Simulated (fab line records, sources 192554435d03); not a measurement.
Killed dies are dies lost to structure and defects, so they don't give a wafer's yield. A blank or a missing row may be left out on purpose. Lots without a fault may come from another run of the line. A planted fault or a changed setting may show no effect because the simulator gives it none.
Chamber matching | flow n5_finfet | N5_FIN_CUT_ETCH_21 on rie_diel-01: 4 sister chambers
The step etches SOC in N2/H2, target depth 219 nm, overetch 43.8 nm, time 523.5 s. 16 wafers are shown with their chamber, then 8 later ones without.

WAFERS WITH THEIR CHAMBER
wafer  | chamber | showerhead_plenum_p_Torr (Torr) | drypump_motor_current_A (A) | throttle_valve_pct (%)
L074.2 | 2       | 2.66                            | 6.4                         | 18.15
L074.5 | 2       | 2.66                            | 6.4                         | 18.17
L074.6 | 1       | 2.40                            | 5.8                         | 17.89
L075.3 | 1       | 2.40                            | 5.8                         | 17.88
L075.4 | 0       | 2.64                            | 6.0                         | 17.96
L075.5 | 3       | 2.63                            | 4.9                         | 17.73
L079.1 | 0       | 2.63                            | 6.0                         | 17.96
L079.4 | 1       | 2.40                            | 5.8                         | 17.91
L079.6 | 1       | 2.40                            | 5.8                         | 17.89
L082.1 | 0       | 2.63                            | 6.0                         | 17.96
L082.4 | 2       | 2.66                            | 6.3                         | 18.19
L082.6 | 0       | 2.63                            | 6.0                         | 17.99
L083.1 | 2       | 2.66                            | 6.3                         | 18.20
L083.2 | 0       | 2.63                            | 6.0                         | 17.98
L083.4 | 2       | 2.66                            | 6.4                         | 18.18
L091.4 | 0       | 2.62                            | 6.0                         | 18.01

SIGNATURES (means of the wafers above)
reading                  | chamber 0 | chamber 1 | chamber 2 | chamber 3 | scatter within a chamber
showerhead_plenum_p_Torr | 2.6300    | 2.4000    | 2.6600    | 2.6300    | 0.00408
drypump_motor_current_A  | 6.000     | 5.800     | 6.360     | 4.900     | 0.0316
throttle_valve_pct       | 17.9767   | 17.8925   | 18.1780   | 17.7300   | 0.0185
Rule: a wafer's distance from a chamber is the root of the sum, over the readings, of the square of ((its reading less the chamber's mean) divided by the reading's scatter). The wafer belongs to the nearest chamber; if the next one is less than 2 further off, it can't be placed. The scatter: the root of (the sum of the squares of (reading less its chamber's mean) over the shown wafers, divided by (wafers less chambers)).

WAFERS WITHOUT THEIR CHAMBER
wafer  | showerhead_plenum_p_Torr (Torr) | drypump_motor_current_A (A) | throttle_valve_pct (%)
L091.5 | 2.62                            | 4.9                         | 17.79
L091.6 | 2.62                            | 6.0                         | 18.01
L092.1 | 2.71                            | 5.8                         | 17.47
L092.4 | 2.62                            | 6.0                         | 18.02
L092.6 | 2.65                            | 6.4                         | 18.23
L097.1 | 2.61                            | 4.9                         | 17.82
L097.4 | 2.64                            | 6.4                         | 18.24
L097.5 | 2.61                            | 4.9                         | 17.81

WHICH CHAMBER EACH WENT THROUGH
wafer  | from the rows above | in truth
L091.5 | 3                   | 3
L091.6 | 0                   | 0
L092.1 | 0                   | 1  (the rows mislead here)
L092.4 | 0                   | 0
L092.6 | 2                   | 2
L097.1 | 3                   | 3
L097.4 | 2                   | 2
L097.5 | 3                   | 3
Placed correctly: 7 of 8. Can't be placed from these rows: 0. Placed wrongly: 1.
